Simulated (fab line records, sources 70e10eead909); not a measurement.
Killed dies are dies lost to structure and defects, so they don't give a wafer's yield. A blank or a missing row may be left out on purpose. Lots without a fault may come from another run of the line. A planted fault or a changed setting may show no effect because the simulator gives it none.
Which tool did it? | flow nand_harc | 14 lots, 42 wafers sampled, at 4 steps of a route of 1302

WHAT THE GAUGES READ, wafer by wafer
The record holds no reading of a measuring or inspecting step that can be judged against a usual standard deviation.

WHICH TOOL RAN EACH LOT (tool, then ch and the chambers of the sampled wafers, then the start)
lot  | NHARC_A_STAIRCASE_TRIM_16                     | NHARC_A_STAIRCASE_TRIM_22                     | NHARC_A_STAIRCASE_ETCH_23                     | NHARC_A_STAIRCASE_TRIM_26
L251 | rie_diel-08 ch 0,1,2, day 16 03:11 or earlier | rie_diel-07 ch 1,2,3, day 16 03:11 or earlier | rie_diel-07 ch 1,3, day 16 03:11 or earlier   | rie_diel-07 ch 1,2, day 16 03:11
L252 | rie_diel-08 ch 1,2,3, day 16 10:01 or earlier | rie_diel-08 ch 0,3, day 16 10:01 or earlier   | rie_diel-08 ch 0,2, day 16 10:01 or earlier   | rie_diel-08 ch 0,1, day 16 10:01
L254 | rie_diel-07 ch 0,1, day 17 08:43 or earlier   | rie_diel-08 ch 2,3, day 17 08:43 or earlier   | rie_diel-08 ch 2,3, day 17 08:43 or earlier   | rie_diel-08 ch 1,2,3, day 17 08:43
L255 | rie_diel-07 ch 0,1, day 18 04:35 or earlier   | rie_diel-08 ch 0,1, day 18 04:35 or earlier   | rie_diel-08 ch 1,2,3, day 18 04:35 or earlier | rie_diel-08 ch 1,2, day 18 04:35
L259 | rie_diel-08 ch 0,1,3, day 19 19:32 or earlier | rie_diel-07 ch 0,1, day 19 19:32 or earlier   | rie_diel-07 ch 1,2,3, day 19 19:32 or earlier | rie_diel-07 ch 1,2,3, day 19 19:32
L258 | rie_diel-08 ch 0,2,3, day 19 23:41 or earlier | rie_diel-08 ch 1,2,3, day 19 23:41 or earlier | rie_diel-08 ch 0,1,2, day 19 23:41 or earlier | rie_diel-08 ch 1,2,3, day 19 23:41
L257 | rie_diel-11 ch 0,2, day 19 23:53 or earlier   | rie_diel-08 ch 0,1,3, day 19 23:53 or earlier | rie_diel-08 ch 1,3, day 19 23:53 or earlier   | rie_diel-08 ch 0,1,2, day 19 23:53
L266 | rie_diel-07 ch 0,1,3, day 22 07:07 or earlier | rie_diel-07 ch 0,1,3, day 22 07:07 or earlier | rie_diel-07 ch 1,2,3, day 22 07:07 or earlier | rie_diel-07 ch 0,1,2, day 22 07:07
L264 | rie_diel-07 ch 2,3, day 22 07:59 or earlier   | rie_diel-07 ch 2,3, day 22 07:59 or earlier   | rie_diel-07 ch 0,1,2, day 22 07:59 or earlier | rie_diel-07 ch 2,3, day 22 07:59
L269 | rie_diel-11 ch 0,2,3, day 23 22:37 or earlier | rie_diel-11 ch 1,2,3, day 23 22:37 or earlier | rie_diel-11 ch 0,1,2, day 23 22:37 or earlier | rie_diel-11 ch 1,2, day 23 22:37
L270 | rie_diel-08 ch 1,2,3, day 24 17:56 or earlier | rie_diel-08 ch 2,3, day 24 17:56 or earlier   | rie_diel-08 ch 0,1,3, day 24 17:56 or earlier | rie_diel-08 ch 1,2,3, day 24 17:56
L271 | rie_diel-07 ch 0,1,3, day 24 22:25 or earlier | rie_diel-08 ch 2,3, day 24 22:25 or earlier   | rie_diel-08 ch 0,1,3, day 24 22:25 or earlier | rie_diel-08 ch 1,2, day 24 22:25
L272 | rie_diel-07 ch 0,2, day 25 03:10 or earlier   | rie_diel-08 ch 0,2,3, day 25 03:10 or earlier | rie_diel-08 ch 0,1, day 25 03:10 or earlier   | rie_diel-08 ch 1,2, day 25 03:10
L273 | rie_diel-11 ch 1,2,3, day 25 03:23 or earlier | rie_diel-07 ch 0,2,3, day 25 03:23 or earlier | rie_diel-07 ch 0,1,3, day 25 03:23 or earlier | rie_diel-07 ch 0,1,2, day 25 03:23
- NHARC_A_STAIRCASE_TRIM_16: chemistry O2, time 211.2 s.
- NHARC_A_STAIRCASE_TRIM_22: chemistry O2, time 211.2 s.
- NHARC_A_STAIRCASE_ETCH_23: etches the open film in C4F8/O2, target depth 100 nm, time 40.5 s.
- NHARC_A_STAIRCASE_TRIM_26: chemistry O2, time 211.2 s.

WHAT THE TOOLS THEMSELVES READ (means of the sampled wafers that have a number; where no wafer has one, the mark that the record gives instead)
NHARC_A_STAIRCASE_TRIM_16. Usual: drypump_motor_current_A 5.7 A, standard deviation 0.42; oes_product_au 0.996 a.u., standard deviation 0.01; rf_vpp_V 57.8 V, standard deviation 0.84; run_length_s 232.4 s, standard deviation 0.5; showerhead_plenum_p_Torr 3.48 Torr, standard deviation 0.074; throttle_valve_pct 17.036 %, standard deviation 0.0087.
lot  | tool        | drypump_motor_current_A (A) | oes_product_au (a.u.) | rf_vpp_V (V) | run_length_s (s) | showerhead_plenum_p_Torr (Torr) | throttle_valve_pct (%) | flag
L251 | rie_diel-08 | 5.8                         | 0.993                 | 57.1         | 232.1            | 3.50                            | 17.036                 |
L252 | rie_diel-08 | 5.9                         | 0.986                 | 58.6         | 232.3            | 3.47                            | 17.038                 |
L254 | rie_diel-07 | 6.2                         | 0.986                 | 57.1         | 232.2            | 3.46                            | 17.035                 |
L255 | rie_diel-07 | 6.2                         | 1.000                 | 58.4         | 231.9            | 3.45                            | 17.047                 |
L259 | rie_diel-08 | 5.7                         | 0.986                 | 57.1         | 232.4            | 3.47                            | 17.039                 |
L258 | rie_diel-08 | 5.9                         | 0.989                 | 57.5         | 232.6            | 3.46                            | 17.040                 |
L257 | rie_diel-11 | 5.6                         | 0.996                 | 58.1         | 232.0            | 3.49                            | 17.031                 |
L266 | rie_diel-07 | 5.8                         | 0.996                 | 57.3         | 232.4            | 3.45                            | 17.031                 |
L264 | rie_diel-07 | 5.1                         | 1.005                 | 59.0         | 232.8            | 3.55                            | 17.024                 |
L269 | rie_diel-11 | 5.4                         | 0.991                 | 57.6         | 232.4            | 3.47                            | 17.032                 |
L270 | rie_diel-08 | 5.9                         | 0.990                 | 57.8         | 232.3            | 3.45                            | 17.032                 |
L271 | rie_diel-07 | 5.8                         | 1.001                 | 57.7         | 232.5            | 3.43                            | 17.032                 |
L272 | rie_diel-07 | 6.0                         | 0.992                 | 57.0         | 232.3            | 3.50                            | 17.037                 |
L273 | rie_diel-11 | 5.4                         | 1.000                 | 57.1         | 232.7            | 3.45                            | 17.036                 |

NHARC_A_STAIRCASE_TRIM_22. Usual: drypump_motor_current_A 5.7 A, standard deviation 0.4; oes_product_au 0.995 a.u., standard deviation 0.011; rf_vpp_V 57.7 V, standard deviation 0.91; run_length_s 232.3 s, standard deviation 0.49; showerhead_plenum_p_Torr 3.49 Torr, standard deviation 0.078; throttle_valve_pct 17.037 %, standard deviation 0.0095.
lot  | tool        | drypump_motor_current_A (A) | oes_product_au (a.u.) | rf_vpp_V (V) | run_length_s (s) | showerhead_plenum_p_Torr (Torr) | throttle_valve_pct (%) | flag
L251 | rie_diel-07 | 5.5                         | 1.008                 | 57.8         | 232.4            | 3.56                            | 17.030                 |
L252 | rie_diel-08 | 5.6                         | 0.985                 | 57.4         | 232.5            | 3.49                            | 17.036                 |
L254 | rie_diel-08 | 6.0                         | 0.999                 | 57.2         | 232.6            | 3.45                            | 17.039                 |
L255 | rie_diel-08 | 5.5                         | 0.979                 | 57.5         | 232.0            | 3.50                            | 17.041                 |
L259 | rie_diel-07 | 6.1                         | 0.983                 | 57.6         | 232.1            | 3.45                            | 17.036                 |
L258 | rie_diel-08 | 5.9                         | 0.988                 | 58.1         | 232.1            | 3.46                            | 17.034                 |
L257 | rie_diel-08 | 5.7                         | 0.988                 | 57.2         | 232.4            | 3.47                            | 17.034                 |
L266 | rie_diel-07 | 5.8                         | 1.003                 | 58.0         | 232.6            | 3.45                            | 17.044                 |
L264 | rie_diel-07 | 5.3                         | 0.999                 | 58.2         | 232.5            | 3.63                            | 17.036                 |
L269 | rie_diel-11 | 5.4                         | 1.002                 | 57.5         | 232.5            | 3.45                            | 17.050                 |
L270 | rie_diel-08 | 6.0                         | 0.996                 | 56.9         | 232.6            | 3.42                            | 17.036                 |
L271 | rie_diel-08 | 6.1                         | 0.990                 | 57.8         | 232.1            | 3.43                            | 17.046                 |
L272 | rie_diel-08 | 5.9                         | 0.988                 | 57.4         | 232.3            | 3.44                            | 17.035                 |
L273 | rie_diel-07 | 5.6                         | 0.996                 | 58.1         | 232.2            | 3.52                            | 17.035                 |

NHARC_A_STAIRCASE_ETCH_23. Usual: oes_product_au 0.945 a.u., standard deviation 0.015; rf_vpp_V 894.5 V, standard deviation 2.9.
lot  | tool        | oes_product_au (a.u.) | rf_vpp_V (V) | flag
L251 | rie_diel-07 | 0.943                 | 894.3        |
L252 | rie_diel-08 | 0.923                 | 894.1        |
L254 | rie_diel-08 | 0.941                 | 893.1        |
L255 | rie_diel-08 | 0.929                 | 893.7        |
L259 | rie_diel-07 | 0.961                 | 897.1        |
L258 | rie_diel-08 | 0.925                 | 894.7        |
L257 | rie_diel-08 | 0.937                 | 893.0        |
L266 | rie_diel-07 | 0.953                 | 896.7        |
L264 | rie_diel-07 | 0.940                 | 895.4        |
L269 | rie_diel-11 | 0.941                 | 892.5        |
L270 | rie_diel-08 | 0.943                 | 894.7        |
L271 | rie_diel-08 | 0.949                 | 893.6        |
L272 | rie_diel-08 | 0.941                 | 894.3        |
L273 | rie_diel-07 | 0.951                 | 892.8        |

NHARC_A_STAIRCASE_TRIM_26. Usual: drypump_motor_current_A 5.7 A, standard deviation 0.41; oes_product_au 0.997 a.u., standard deviation 0.012; rf_vpp_V 57.7 V, standard deviation 0.88; run_length_s 232.3 s, standard deviation 0.49; showerhead_plenum_p_Torr 3.49 Torr, standard deviation 0.086; throttle_valve_pct 17.038 %, standard deviation 0.0098.
lot  | tool        | drypump_motor_current_A (A) | oes_product_au (a.u.) | rf_vpp_V (V) | run_length_s (s) | showerhead_plenum_p_Torr (Torr) | throttle_valve_pct (%) | flag
L251 | rie_diel-07 | 5.7                         | 1.015                 | 57.7         | 232.0            | 3.64                            | 17.042                 |
L252 | rie_diel-08 | 5.6                         | 0.996                 | 58.7         | 231.8            | 3.51                            | 17.040                 |
L254 | rie_diel-08 | 5.9                         | 0.994                 | 56.9         | 232.2            | 3.47                            | 17.039                 |
L255 | rie_diel-08 | 6.0                         | 0.996                 | 56.9         | 231.9            | 3.48                            | 17.048                 |
L259 | rie_diel-07 | 5.5                         | 1.002                 | 57.8         | 232.7            | 3.55                            | 17.032                 |
L258 | rie_diel-08 | 5.9                         | 0.989                 | 58.3         | 254.2            | 3.46                            | 17.038                 | OFF
L257 | rie_diel-08 | 5.8                         | 0.980                 | 58.1         | 254.1            | 3.48                            | 17.040                 | OFF
L266 | rie_diel-07 | 5.9                         | 0.996                 | 57.1         | 232.2            | 3.53                            | 17.042                 |
L264 | rie_diel-07 | 5.3                         | 1.009                 | 57.4         | 232.5            | 3.63                            | 17.031                 |
L269 | rie_diel-11 | 5.7                         | 0.991                 | 57.5         | 233.0            | 3.43                            | 17.035                 |
L270 | rie_diel-08 | 5.9                         | 0.990                 | 57.8         | 232.0            | 3.45                            | 17.039                 |
L271 | rie_diel-08 | 5.8                         | 0.998                 | 57.5         | 231.9            | 3.47                            | 17.052                 |
L272 | rie_diel-08 | 6.0                         | 0.997                 | 57.9         | 231.7            | 3.46                            | 17.043                 |
L273 | rie_diel-07 | 5.9                         | 0.994                 | 57.2         | 232.2            | 3.51                            | 17.038                 |

THE ANSWER, worked out from the rows above alone
Rule: a lot is off if the mean of its wafers that have a number lies more than 3 standard deviations from the usual mean. A lot without any number at a reading at which 4 lots or more have one is off too. The other lots that the step has rows for count as sound. The gauges are gone through in route order, then the tools' own readings, and for those a lot's mean is taken as printed above. The first step at which some lot is off is used, and at that step the reading that is off furthest; a lot without a number counts as furthest.
Off: L258, L257, at NHARC_A_STAIRCASE_TRIM_26 (run_length_s).
A tool fits if, at that step or a process step before it, it ran every lot that is off, and no sound lot after the first of them. NHARC_A_STAIRCASE_TRIM_16 gives no start for some lots, so the hours and the order of its lots are those of NHARC_A_STAIRCASE_TRIM_26. NHARC_A_STAIRCASE_TRIM_22 gives no start for some lots, so the hours and the order of its lots are those of NHARC_A_STAIRCASE_TRIM_26. NHARC_A_STAIRCASE_ETCH_23 gives no start for some lots, so the hours and the order of its lots are those of NHARC_A_STAIRCASE_TRIM_26. None of those tried fits.

WHAT THE SIMULATOR HAD PUT IN
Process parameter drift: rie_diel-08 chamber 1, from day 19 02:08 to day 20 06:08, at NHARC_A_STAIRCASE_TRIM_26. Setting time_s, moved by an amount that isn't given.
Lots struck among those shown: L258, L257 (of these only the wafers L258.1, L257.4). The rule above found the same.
